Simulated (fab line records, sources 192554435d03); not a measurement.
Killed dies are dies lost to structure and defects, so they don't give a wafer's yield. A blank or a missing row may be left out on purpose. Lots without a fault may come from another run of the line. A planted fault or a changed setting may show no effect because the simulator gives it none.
Problem report in the 8D (eight disciplines) form, filled by code | flow n5_finfet | the parts of the form that need people (team, actions taken, sign-off) are left out

1. THE PROBLEM
raw_defect_count at N5_BEOL_M14_INSPECT_30 reads a mean of 238.5 on 2 wafers of 2 lots; wafers without a fault read 2.2 with a standard deviation of 1.6. That is +99 or more standard deviations from the usual mean.
The step: inspects for defects (macro).
First seen on wafer L841.1, day 14 10:46, on defect_inspect-01. The record holds 30 wafers of 10 lots with a number at this step. Rule for "out", or "out of limits": more than 4 standard deviations from the usual mean. The other wafers with a number count as sound.

2. WHAT IT IS AND WHAT IT IS NOT
question                    | is                                   | is not
which readings at this step | raw_defect_count                     | -
which lots                  | L841, L843                           | L828, L830, L835, L837, L845, L848, L850, L851
which wafers of those lots  | L841.1, L843.5                       | L841.2, L841.3, L843.2, L843.6
read on which gauges        | defect_inspect-01, defect_inspect-02 | -
when                        | from day 14 10:46                    | up to then (14 sound wafers); but 14 sound wafers of L843, L845, L848, L850, L851 came after

3. SUSPECTS, AND WHAT RULES EACH OUT
Counting: a tool at a process step up to the reading stays a suspect if it ran every lot that is out. Sound lots after the first of them don't rule it out here, since some wafers of a struck lot are sound.
- the gauge at N5_BEOL_M14_INSPECT_30: ruled out. The wafers that are out were read on 2 gauges (defect_inspect-01, defect_inspect-02).
- rie_diel-03 at N5_BEOL_M14_STRIP_63 (strips in O2): kept. It ran every lot that is out, first L841 (day 14 10:00); its last sound lot up to then is L837 (day 13 17:00).
- Within rie_diel-03 at N5_BEOL_M14_STRIP_63: the wafers that are out ran in chamber 1; their sound lot-mates ran in chambers 0, 2, 3.
Left after counting: rie_diel-03 at N5_BEOL_M14_STRIP_63.

4. THE CAUSE (what the simulator had put in)
Chamber particle source: rie_diel-03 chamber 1, from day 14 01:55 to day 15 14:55, at N5_BEOL_M14_STRIP_63. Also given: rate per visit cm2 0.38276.
Counting left only this tool.

5. THE CHAIN OF EFFECTS, in route order
Each row: a reading whose mean over the struck wafers that have a number lies more than 3 standard deviations from the usual. Only readings for which the record gives a usual standard deviation are gone through. hours: the time from each lot's start at the first step in this table that gives one to its start at this step, as a median over the lots. sigmas: the change in usual standard deviations.
hours | step                    | reading              | usual  | on struck wafers | change | sigmas
0     | N5_BEOL_M14_INSPECT_30  | raw_defect_count     | 2.2    | 238.5            | +236.3 | +99 or more
24    | N5_PASSIVATION_PROBE_49 | defect_limited_yield | 91.4 % | 84.1             | -7.3   | -5.3
24    | N5_PASSIVATION_PROBE_49 | killed_at_M4_up      | 13     | 104              | +90    | +20
24    | N5_PASSIVATION_PROBE_49 | killed_dies          | 102    | 188              | +86    | +5.4
24    | N5_PASSIVATION_PROBE_49 | sort_bin_5_function  | 5.1 %  | 10.8             | +5.7   | +6.4
24    | N5_PASSIVATION_PROBE_49 | sort_n_pass          | 1078   | 992              | -86    | -5.4
The process steps in it:
- N5_PASSIVATION_PROBE_49

6. WHAT WOULD HAVE CAUGHT IT SOONER
In this record the first reading out of limits at a measuring or inspecting step was taken at day 14 10:46, 9 hours after the fault began at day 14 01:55.
Of the tool readings at N5_BEOL_M14_STRIP_63 for which the record gives a usual standard deviation, none was out on any struck wafer, so an alarm limit of 4 standard deviations on them would not have fired.
Of the lots that are out (2), L843 began N5_BEOL_M14_STRIP_63 on rie_diel-03 after day 14 10:46. A hold on the tool at that time would have spared it.
